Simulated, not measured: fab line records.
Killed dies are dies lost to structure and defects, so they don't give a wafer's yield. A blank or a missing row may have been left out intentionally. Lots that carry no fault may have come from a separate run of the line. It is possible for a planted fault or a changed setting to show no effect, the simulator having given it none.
Matching of chambers -- flow n5-finfet -- rie-diel-02 running N5_BEOL_M6_STRIP_67: 4 sister chambers
The step strips in CF4. 22 wafers are shown with their chamber, then 11 later ones without.

WAFERS WITH THEIR CHAMBER
wafer,chamber,showerhead-plenum-p-Torr (Torr),throttle-valve-pct (%),drypump-motor-current-A (A)
L074.3,3,1.76,13.32,5.75
L074.4,0,1.72,13.91,5.69
L074.5,3,1.76,13.32,5.75
L075.1,2,1.78,13.87,5.72
L075.2,3,1.76,13.33,5.73
L075.3,0,1.72,13.93,5.72
L075.4,1,1.72,13.94,5.21
L075.5,2,1.78,13.89,5.69
L075.6,3,1.76,13.34,5.74
L080.2,2,1.78,13.93,5.68
L080.4,2,1.78,13.92,5.66
L080.6,0,1.72,13.92,5.68
L082.2,1,1.72,13.95,5.24
L082.3,2,1.78,13.92,5.65
L082.6,2,1.78,13.94,5.66
L084.1,1,1.72,13.96,5.22
L084.3,3,1.76,13.38,5.70
L084.6,1,1.72,13.97,5.24
L086.1,1,1.72,13.99,5.25
L086.3,3,1.75,13.41,5.76
L086.4,2,1.78,13.96,5.68
L090.2,1,1.72,13.99,5.20

SIGNATURES (averages over the wafers above)
reading,chamber 0,chamber 1,chamber 2,chamber 3,scatter within a chamber
showerhead-plenum-p-Torr,1.7200,1.7200,1.7800,1.7583,0.00215
throttle-valve-pct,13.9200,13.9667,13.9186,13.3500,0.0285
drypump-motor-current-A,5.6967,5.2267,5.6771,5.7383,0.0216
Rule: for each reading, subtract the chamber's mean from the wafer's reading, divide by that reading's scatter and square the result; add these up over the readings and take the root, which gives the wafer's distance from the chamber. The wafer belongs to the nearest chamber; if the next one is less than 2 further off, it can't be placed. The scatter: take each reading less its chamber's mean, square it, sum over the shown wafers, divide by the number of wafers less the number of chambers, and take the root.

WAFERS WHOSE CHAMBER IS MISSING
wafer,showerhead-plenum-p-Torr (Torr),throttle-valve-pct (%),drypump-motor-current-A (A)
L090.3,1.75,13.42,5.74
L090.5,1.75,13.42,5.72
L095.1,1.78,13.39,5.68
L095.2,1.75,13.45,5.75
L095.4,1.71,14.04,5.18
L096.1,1.71,14.04,5.23
L096.2,1.75,13.46,5.75
L096.3,1.77,13.40,5.63
L096.4,1.77,13.39,5.69
L096.5,1.75,13.45,5.74
L096.6,1.71,14.04,5.19

WHICH CHAMBER EACH WENT THROUGH
wafer,from the rows above,in truth
L090.3,3,3
L090.5,3,3
L095.1,3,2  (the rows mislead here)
L095.2,3,3
L095.4,1,1
L096.1,1,1
L096.2,3,3
L096.3,3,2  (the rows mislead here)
L096.4,3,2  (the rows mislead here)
L096.5,3,3
L096.6,1,1
Correct placement for 8 of the 11. Number that these rows cannot place: 0. Number placed wrongly: 3.
